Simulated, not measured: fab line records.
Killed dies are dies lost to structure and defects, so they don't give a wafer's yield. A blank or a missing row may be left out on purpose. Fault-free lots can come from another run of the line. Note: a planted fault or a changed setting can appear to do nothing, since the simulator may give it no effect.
fab line records	flow n5-finfet
record lots=6	wafers=16	last-day=21
route steps=1938 shown BEOL_M8@1357 PASSIVATION@1936
lots that met no fault: from a run of the same line without faults
start-h: start of the lot's first displayed wafer, in hours after the record's first day	wait-h: hours from the lot's prior step to this one	" repeats the value in the row above	L1.1+2: several wafers, shown together as one row	- either no value or no given start	* or withheld: withheld	< > ~ a bound
route shown NAME@n: a module of which the file shows steps, and the number in the route of the first	usual: mean/standard deviation taken from wafers without a fault	same: alike in all rows	chamber/n: place in a boat	sites: the reading at each site	_std_site: how widely they spread, as a standard deviation	_edge_site: outer sites' mean less inner sites'	radius-mm: for every site, how far away it sits from the centre of the wafer	mask NAME#n: copy n	behind: the tool/chamber that last shaped the wafer	hold: what put the lot on hold/how long, in hours/how the hold closed	device: whichever transistor did not switch (one of n, p or np)	end of line: the route-end tests of the same wafers	step lacking rows: just its recipe	killed: the dies lost at the first sort to structure and to defects; this is not the yield of the wafer	map: a wafer's dies, x killed, . not, _ none there
set.NAME: the setting as run; set.NAME@STEP: as run at that earlier step	model.NAME: the simulator's own value behind a step, which no gauge read
a table for each step, a row for each wafer; lots at some steps of the route
services: a tool's chamber out of use, with start hour (start-h, from the record's first day; less than 0 if before it), hours out, and reason
## steps
# step N5_BEOL_M8_COAT_64
# recipe resist=SiARC	temp-c=220	time-s=60	spin-rpm=1500	resist-thk-nm=12
# step N5_BEOL_M8_COAT_71
# recipe resist=underlayer	temp-c=205	time-s=60	spin-rpm=1500	resist-thk-nm=5
# step N5_BEOL_M8_COAT_22
# recipe resist=CAR-EUV	spin-rpm=1500	resist-thk-nm=30
# step N5_BEOL_M8_EBR_24
# recipe solvent=PGMEA	ebr-width-mm=1.5
# step N5_BEOL_M8_SOFTBAKE_23
# recipe temp-c=110	time-s=60	resist=CAR-EUV
# step N5_BEOL_M8_EXPOSE_25
# recipe mask-id=V7	na=0.33	source-shape=annular	sigma-inner=0.4	sigma-outer=0.8	polarization=unpolarized	target-cd-nm=40	dose-mj=42.5
# step N5_BEOL_M8_PEB_26
# recipe peb-temp-c=100	peb-time-s=60	resist=CAR-EUV
# step N5_BEOL_M8_DEVELOP_27
# recipe develop-time-s=30	developer=TMAH	resist=CAR-EUV	rinse-liquid=surfactant-rinse	dry=air-spin	dev-temp-c=23
# step N5_BEOL_M8_CD_MEAS_28
# recipe target-cd-nm=40	landing-energy-ev=500	detector=se-inlens
# usual cd-nm=39.96/0.24
lot.wafer	tool	chamber	start-h	wait-h	cd-nm
L794.1	cd-sem-03	0	301.00	-	39.80
L794.4	"	0	"	"	39.62
L796.1	cd-sem-01	0	310.91	-	40.12
L796.3	"	0	"	"	40.05
L805.3	cd-sem-03	0	376.86	-	39.36
L805.5	"	0	"	"	39.78
L805.6	"	0	"	"	40.00
L803.2	cd-sem-01	0	380.48	-	39.56
L803.3	"	0	"	"	40.10
L803.6	"	0	"	"	39.97
L804.1	cd-sem-01	0	380.65	-	40.10
L804.2	"	0	"	"	40.06
L804.5	"	0	"	"	39.75
L808.2	cd-sem-03	0	413.70	-	40.02
L808.3	"	0	"	"	39.85
L808.6	"	0	"	"	39.61
# step N5_BEOL_M8_OVL_MEAS_29
# recipe points-per-wafer=522
# usual V7_OVL=-0.4/0.73
lot.wafer	tool	chamber	start-h	wait-h	V7_OVL[nm]
L794.1	overlay-01	0	301.03	0.0	-1.4
L794.4	"	0	"	"	-1.0
L796.1	overlay-01	0	310.95	0.0	-0.1
L796.3	"	0	"	"	-0.5
L805.3	overlay-01	0	376.90	0.0	-0.2
L805.5	"	0	"	"	-0.2
L805.6	"	0	"	"	0.1
L803.2	overlay-02	0	380.51	0.0	-0.2
L803.3	"	0	"	"	0.6
L803.6	"	0	"	"	-0.7
L804.1	overlay-01	0	380.68	0.0	0.6
L804.2	"	0	"	"	-0.4
L804.5	"	0	"	"	0.1
L808.2	overlay-01	0	413.73	0.0	-0.8
L808.3	"	0	"	"	-0.6
L808.6	"	0	"	"	-1.8
# step N5_BEOL_M8_INSPECT_30
# recipe mode=adi	inspect-instrument=brightfield
# usual raw-defect-count=398/87
lot.wafer	tool	chamber	start-h	wait-h	raw-defect-count
L794.1	defect-inspect-01	-	301.09	0.1	406
L794.4	"	-	"	"	405
L796.1	defect-inspect-01	-	311.00	0.1	488
L796.3	"	-	"	"	423
L805.3	defect-inspect-01	-	376.95	0.0	300
L805.5	"	-	"	"	387
L805.6	"	-	"	"	388
L803.2	defect-inspect-01	-	380.57	0.0	400
L803.3	"	-	"	"	460
L803.6	"	-	"	"	279
L804.1	defect-inspect-01	-	380.74	0.1	406
L804.2	"	-	"	"	314
L804.5	"	-	"	"	396
L808.2	defect-inspect-02	-	413.79	0.0	480
L808.3	"	-	"	"	442
L808.6	"	-	"	"	439
# step N5_BEOL_M8_DESCUM_33
# recipe chemistry=O2	time-s=7	source-power-w=50	bias-power-w=20	pressure-mtorr=20	rf-frequency-hz=2.712e+07	temp-c=40	resist=CAR-EUV	o2-flow-sccm=225
# usual chamber-pressure-mTorr=20.000/0.018	drypump-motor-current-A=6.02/0.23	oes-product-au=0.77/0.079	rf-vpp-V=242.5/1.4	showerhead-plenum-p-Torr=2.05/0.076	throttle-valve-pct=20.47/0.28
lot.wafer	tool	chamber	start-h	wait-h	chamber-pressure-mTorr	drypump-motor-current-A	oes-product-au	rf-hours-counter-h	rf-vpp-V	showerhead-plenum-p-Torr	throttle-valve-pct
L794.1	rie-diel-02	0	301.29	0.2	20.029	6.30	0.79	94	241.3	2.04	20.48
L794.4	"	1	"	"	20.004	6.27	0.85	43	245.0	2.20	20.16
L796.1	rie-diel-02	1	311.07	0.1	20.020	6.27	0.84	46	243.9	2.20	20.16
L796.3	"	0	"	"	20.005	6.29	0.78	97	243.6	2.04	20.48
L805.3	rie-diel-04	0	377.07	0.1	19.979	6.04	0.89	34	244.4	2.24	20.24
L805.5	"	3	"	"	19.986	6.17	0.72	-	242.4	2.01	20.78
L805.6	"	0	"	"	20.003	6.06	0.88	-	245.2	2.24	20.26
L803.2	rie-diel-02	0	380.60	0.0	20.021	6.30	0.75	121	242.6	2.03	20.51
L803.3	"	3	"	"	20.042	6.09	0.82	87	242.9	2.12	20.14
L803.6	"	3	"	"	20.002	6.08	0.81	-	243.8	2.12	20.15
L804.1	rie-diel-04	2	380.77	0.0	20.036	5.86	0.89	46	241.8	2.03	20.52
L804.2	"	3	"	"	19.971	6.19	0.72	163	242.2	2.01	20.80
L804.5	"	1	"	"	20.011	6.06	0.70	-	240.8	2.02	20.89
L808.2	rie-diel-04	3	413.89	0.1	19.971	6.13	0.72	176	241.3	2.00	20.81
L808.3	"	1	"	"	19.973	6.05	0.69	231	240.6	2.02	20.90
L808.6	"	3	"	"	20.022	6.15	0.72	-	242.4	2.00	20.82
# step N5_BEOL_M8_ETCH_72
# recipe chemistry=N2/H2	target=underlayer	target-depth-a=65	mask-material=CAR-EUV	time-s=5.2	ion-energy-ev=200	pressure-mtorr=30	source-w=840	bias-w=150	n2-flow-sccm=200	h2-flow-sccm=200	ends=cleared
# usual chamber-pressure-mTorr=30.00/0.042	drypump-motor-current-A=6.02/0.23	etch-rf-on-time-s=5.18/0.2	oes-product-au=0.66/0.071	rf-vpp-V=522.6/2.8	showerhead-plenum-p-Torr=2.49/0.094	throttle-valve-pct=17.84/0.28
lot.wafer	tool	chamber	start-h	wait-h	chamber-pressure-mTorr	drypump-motor-current-A	etch-rf-on-time-s	oes-product-au	rf-hours-counter-h	rf-vpp-V	showerhead-plenum-p-Torr	throttle-valve-pct
L794.1	rie-diel-02	0	301.32	0.0	29.99	6.27	3.84	0.82	94	522.4	2.46	17.85
L794.4	"	1	"	"	30.09	6.30	5.08	0.74	43	531.4	2.69	17.59
L796.1	rie-diel-02	1	311.10	0.0	30.00	6.31	3.63	0.90	46	526.8	2.69	17.65
L796.3	"	0	"	"	29.96	6.28	5.43	0.67	97	522.2	2.46	17.78
L805.3	rie-diel-04	0	377.11	0.0	29.99	6.03	5.13	0.74	34	529.0	2.70	17.49
L805.5	"	3	"	"	30.00	6.14	5.40	0.61	-	519.3	2.43	18.16
L805.6	"	0	"	"	30.02	6.01	5.12	0.75	-	527.8	2.70	17.44
L803.2	rie-diel-02	0	380.63	0.0	29.96	6.28	5.53	0.64	121	520.9	2.45	17.85
L803.3	"	3	"	"	29.95	6.11	5.02	0.70	87	521.0	2.59	17.66
L803.6	"	3	"	"	29.96	6.12	5.02	0.70	-	525.7	2.59	17.62
L804.1	rie-diel-04	2	380.80	0.0	30.02	5.77	4.70	0.77	46	523.8	2.48	17.96
L804.2	"	3	"	"	30.01	6.16	5.29	0.61	163	519.6	2.43	18.13
L804.5	"	1	"	"	29.97	6.02	5.01	0.61	-	518.7	2.40	18.08
L808.2	rie-diel-04	3	413.92	0.0	30.04	6.19	5.35	0.60	176	520.5	2.42	18.14
L808.3	"	1	"	"	29.91	6.07	5.09	0.60	231	521.9	2.40	18.12
L808.6	"	3	"	"	29.96	6.17	5.39	0.61	-	517.8	2.42	18.18
# step N5_BEOL_M8_ETCH_65
# recipe chemistry=CF4	target=SiARC	target-depth-a=156	mask-material=CAR-EUV	time-s=26	ion-energy-ev=80	pressure-mtorr=40	source-w=545	bias-w=36	Ar_flow_sccm=100	cf4-flow-sccm=100	ends=cleared
# usual chamber-pressure-mTorr=40.00/0.034	drypump-motor-current-A=6.01/0.23	etch-rf-on-time-s=25.9/0.94	oes-product-au=0.66/0.07	rf-vpp-V=183.8/1.2	showerhead-plenum-p-Torr=2.11/0.078	throttle-valve-pct=15.65/0.25
lot.wafer	tool	chamber	start-h	wait-h	chamber-pressure-mTorr	drypump-motor-current-A	etch-rf-on-time-s	oes-product-au	rf-hours-counter-h	rf-vpp-V	showerhead-plenum-p-Torr	throttle-valve-pct
L794.1	rie-diel-02	0	301.34	0.0	40.02	6.28	27.3	0.67	94	184.0	2.08	15.59
L794.4	"	1	"	"	40.00	6.28	26.1	0.72	43	185.0	2.27	15.44
L796.1	rie-diel-02	1	311.12	0.0	40.00	6.29	25.9	0.72	46	186.3	2.27	15.44
L796.3	"	0	"	"	39.98	6.25	26.5	0.67	97	183.6	2.08	15.58
L805.3	rie-diel-04	0	377.12	0.0	40.01	6.00	25.5	0.76	34	185.1	2.30	15.40
L805.5	"	3	"	"	40.03	6.12	26.4	0.63	-	183.8	2.04	15.83
L805.6	"	0	"	"	40.00	5.96	25.6	0.76	-	187.2	2.30	15.39
L803.2	rie-diel-02	0	380.65	0.0	40.01	6.28	26.7	0.65	121	183.8	2.07	15.63
L803.3	"	3	"	"	39.96	6.15	24.5	0.71	87	185.3	2.16	15.28
L803.6	"	3	"	"	40.03	6.12	24.4	0.71	-	183.4	2.16	15.27
L804.1	rie-diel-04	2	380.82	0.0	39.99	5.79	24.2	0.77	46	183.8	2.10	15.70
L804.2	"	3	"	"	40.09	6.13	26.6	0.61	163	183.3	2.04	15.83
L804.5	"	1	"	"	39.96	6.05	25.4	0.61	-	182.3	2.05	15.91
L808.2	rie-diel-04	3	413.94	0.0	40.01	6.17	26.5	0.61	176	183.3	2.03	15.87
L808.3	"	1	"	"	39.96	6.05	25.7	0.60	231	182.9	2.04	15.94
L808.6	"	3	"	"	39.99	6.14	26.5	0.61	-	183.9	2.03	15.85
# step N5_PASSIVATION_PROBE_49
# usual defect-limited-yield=91.2/1.5	killed_at_M0_to_M3=35/12	killed_at_M4_up=14/5.1	killed-at-contacts=13/6	killed-at-front-end=38/12	killed-at-other=4/3.5	killed-dies=104/18	killed-open=68/13	killed-short=33/8.1	sort_bin_4_leakage=0.00/0.044	sort_bin_5_function=5.2/1	sort_bin_6_memory=3.2/0.69	sort_bin_8_speed=0.01/0.051	sort-n-pass=1076/18
# same gross-dies=1180	killed-at-back-side=0
lot.wafer	tool	chamber	start-h	wait-h	defect-limited-yield[%]	killed_at_M0_to_M3	killed_at_M4_up	killed-at-contacts	killed-at-front-end	killed-at-other	killed-dies	killed-open	killed-short	sort_bin_4_leakage[%]	sort_bin_5_function[%]	sort_bin_6_memory[%]	sort_bin_8_speed[%]	sort-n-pass
L794.1	prober-01	-	360.58	0.0	90.3	35	13	7	59	0	114	72	38	0	6.3	3.3	0	1066
L794.4	prober-01	-	360.73	0.2	93.1	22	11	10	38	0	81	47	34	0	4.1	2.8	0	1099
L796.1	prober-02	-	377.05	0.0	92.8	15	15	12	41	2	85	66	19	0	3.6	3.2	0	1095
L796.3	prober-02	-	377.15	0.1	92.6	19	10	12	39	7	87	58	27	0	5.0	1.9	0	1093
L805.3	prober-02	-	453.31	0.1	91.5	24	19	19	31	7	100	71	29	0	4.8	3.4	0	1080
L805.5	prober-02	-	453.41	0.2	89.9	25	12	25	54	3	119	82	37	0	5.5	4.3	0	1061
L805.6	prober-02	-	453.46	0.3	92.5	22	7	17	39	4	89	57	32	0	4.6	2.9	0	1091
L803.2	prober-02	-	453.84	0.1	92.4	18	21	13	30	8	90	60	23	0	4.5	2.4	0.59	1090
L803.3	prober-02	-	453.89	0.1	92.6	27	9	10	30	11	87	64	23	0	3.5	3.8	0	1093
L803.6	prober-02	-	454.04	0.3	93.1	22	18	11	25	6	82	61	21	0	4.2	2.5	0	1098
L804.1	prober-02	-	460.70	0.0	91.2	27	15	15	45	2	104	56	47	0	5.3	3.1	0	1076
L804.2	prober-02	-	460.75	0.1	90.0	30	21	7	58	2	118	78	39	0	5.3	4.2	0	1062
L804.5	prober-02	-	460.90	0.2	89.5	29	8	8	78	1	124	73	43	0	5.4	4.0	0	1056
L808.2	prober-02	-	500.30	0.1	92.0	36	10	16	28	4	94	58	35	0	5.0	2.5	0	1086
L808.3	prober-02	-	500.35	0.1	91.1	21	12	24	39	9	105	68	33	0	5.8	2.9	0	1075
L808.6	prober-02	-	500.50	0.3	89.2	38	18	16	47	9	128	84	44	0.08	6.7	3.4	0	1051
# killed by level:class
L794.1 FIN_SAQP:geometric-particle:open=23 BEOL_M3:geometric-particle:open=14 FIN_SAQP:geometric-particle:short=11 BEOL_M0_SAQP:geometric-particle:short=9 STI_FIN_REVEAL:geometric-particle:open=6 STI_FIN_REVEAL:geometric-particle:short=5 BEOL_M0_SAQP:geometric-particle:open=5 MOL_CONTACT_COAG:geometric-particle:open=4
L794.4 FIN_SAQP:geometric-particle:short=14 MOL_CONTACT_COAG:geometric-particle:open=9 FIN_SAQP:geometric-particle:open=6 BEOL_M0_SAQP:geometric-particle:open=6 BEOL_M3:geometric-particle:open=5 BEOL_M0_SAQP:geometric-particle:short=5 STARTING-WAFER:geometric-particle:short=4 STI_FIN_REVEAL:geometric-particle:open=3
L796.1 STI_FIN_REVEAL:geometric-particle:open=17 MOL_CONTACT_COAG:geometric-particle:open=12 BEOL_M1:geometric-particle:open=6 BEOL_M4:geometric-particle:open=6 DUMMY_GATE:geometric-particle:open=5 FIN_SAQP:geometric-particle:open=4 GATE_CUT:geometric-particle:short=4 FIN_SAQP:geometric-particle:short=3
L796.3 MOL_CONTACT_COAG:geometric-particle:open=8 FIN_SAQP:geometric-particle:open=5 STI_FIN_REVEAL:geometric-particle:open=5 BEOL_M1:geometric-particle:open=5 BEOL_M2:geometric-particle:open=5 FIN_SAQP:geometric-particle:short=4 DUMMY_GATE:geometric-particle:open=4 MOL_CONTACT_COAG:geometric-particle:short=4
L805.3 MOL_CONTACT_COAG:geometric-particle:open=14 BEOL_M4:geometric-particle:open=10 STI_FIN_REVEAL:geometric-particle:open=9 FIN_SAQP:geometric-particle:open=7 BEOL_M3:geometric-particle:open=7 BEOL_M0_SAQP:geometric-particle:short=6 MOL_CONTACT_COAG:geometric-particle:short=5 BEOL_M1:geometric-particle:open=5
L805.5 MOL_CONTACT_COAG:geometric-particle:open=21 FIN_SAQP:geometric-particle:open=18 FIN_SAQP:geometric-particle:short=7 GATE_CUT:geometric-particle:short=7 STI_FIN_REVEAL:geometric-particle:open=6 BEOL_M0_SAQP:geometric-particle:open=5 BEOL_M4:geometric-particle:open=5 DUMMY_GATE:geometric-particle:open=4
L805.6 MOL_CONTACT_COAG:geometric-particle:open=13 FIN_SAQP:geometric-particle:open=9 BEOL_M0_SAQP:geometric-particle:open=9 FIN_SAQP:geometric-particle:short=7 BEOL_M0_SAQP:geometric-particle:short=5 GATE_CUT:geometric-particle:short=4 MOL_CONTACT_COAG:geometric-particle:short=4 BEOL_M1:geometric-particle:open=4
L803.2 MOL_CONTACT_COAG:geometric-particle:open=12 FIN_SAQP:geometric-particle:open=7 BEOL_M4:area-ecd=7 BEOL_M4:geometric-particle:open=6 ILD0:geometric-particle:open=5 STI_FIN_REVEAL:geometric-particle:open=4 BEOL_M2:geometric-particle:open=4 BEOL_M3:geometric-particle:open=4
L803.3 STI_FIN_REVEAL:geometric-particle:open=12 MOL_CONTACT_COAG:geometric-particle:open=10 BEOL_M0_SAQP:geometric-particle:open=6 BEOL_M1:geometric-particle:open=6 BEOL_M4:geometric-particle:open=6 PASS1_CAP:geometric-particle:short=5 BEOL_M0_SAQP:geometric-particle:short=4 BEOL_M2:geometric-particle:open=4
L803.6 BEOL_M4:geometric-particle:open=12 MOL_CONTACT_COAG:geometric-particle:open=10 FIN_SAQP:geometric-particle:open=6 BEOL_M0_SAQP:geometric-particle:open=6 BEOL_M2:geometric-particle:open=5 DUMMY_GATE:geometric-particle:open=4 STARTING-WAFER:geometric-particle:short=4 BEOL_M1:geometric-particle:short=3
L804.1 FIN_SAQP:geometric-particle:short=13 MOL_CONTACT_COAG:geometric-particle:open=9 BEOL_M4:geometric-particle:open=7 BEOL_M2:geometric-particle:open=6 DUMMY_GATE:geometric-particle:open=6 MOL_CONTACT_COAG:geometric-particle:short=6 BEOL_M0_SAQP:geometric-particle:short=6 BEOL_M0_SAQP:geometric-particle:open=6
L804.2 FIN_SAQP:geometric-particle:short=20 FIN_SAQP:geometric-particle:open=11 BEOL_M3:geometric-particle:open=11 BEOL_M2:geometric-particle:open=10 STI_FIN_REVEAL:geometric-particle:open=7 GATE_CUT:geometric-particle:open=5 MOL_CONTACT_COAG:geometric-particle:open=5 BEOL_M4:geometric-particle:open=5
L804.5 FIN_SAQP:geometric-particle:short=19 FIN_SAQP:geometric-particle:open=13 STI_FIN_REVEAL:geometric-particle:open=12 BEOL_M0_SAQP:geometric-particle:open=9 MOL_CONTACT_COAG:geometric-particle:open=7 HKMG_FIN:area-etch=7 BEOL_M0_SAQP:geometric-particle:short=6 BEOL_M2:geometric-particle:open=6
L808.2 MOL_CONTACT_COAG:geometric-particle:open=14 BEOL_M3:geometric-particle:open=12 BEOL_M0_SAQP:geometric-particle:short=9 DUMMY_GATE:geometric-particle:short=6 STI_FIN_REVEAL:geometric-particle:open=5 BEOL_M0_SAQP:geometric-particle:open=4 BEOL_M1:geometric-particle:short=4 GATE_CUT:geometric-particle:open=3
L808.3 MOL_CONTACT_COAG:geometric-particle:open=19 FIN_SAQP:geometric-particle:open=8 FIN_SAQP:geometric-particle:short=8 BEOL_M4:geometric-particle:open=8 STI_FIN_REVEAL:geometric-particle:open=5 GATE_CUT:geometric-particle:open=5 MOL_CONTACT_COAG:geometric-particle:short=5 BEOL_M0:geometric-particle:open=5
L808.6 MOL_CONTACT_COAG:geometric-particle:open=14 GATE_CUT:geometric-particle:short=13 BEOL_M1:geometric-particle:open=10 FIN_SAQP:geometric-particle:open=8 BEOL_M3:geometric-particle:open=7 BEOL_M4:geometric-particle:open=7 FIN_SAQP:geometric-particle:short=6 BEOL_M0_SAQP:geometric-particle:open=6
## services
tool	chamber	start-h	hours	kind
rie-diel-04	0	378.19	20.7	repair
rie-diel-02	3	393.90	5.0	repair
rie-diel-04	2	394.85	5.1	repair
## key
first-sign step=N5_BEOL_M8_ETCH_72	reading=etch-rf-on-time-s	direction=down	sigmas=7.3	usual=*	struck=*
effect step=N5_BEOL_M8_ETCH_72	reading=oes-product-au	direction=up	sigmas=2.7	usual=0.66	struck=0.86
met-at N5_BEOL_M8_ETCH_72
struck-wafers L794.1,L796.1
fault kind=process-parameter-drift	tool=rie-diel-02	chamber=-	onset-h=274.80	steps=N5_BEOL_M8_ETCH_72	channel=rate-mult	offset=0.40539	shape=step	end-h=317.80	scope=struck-wafers-only
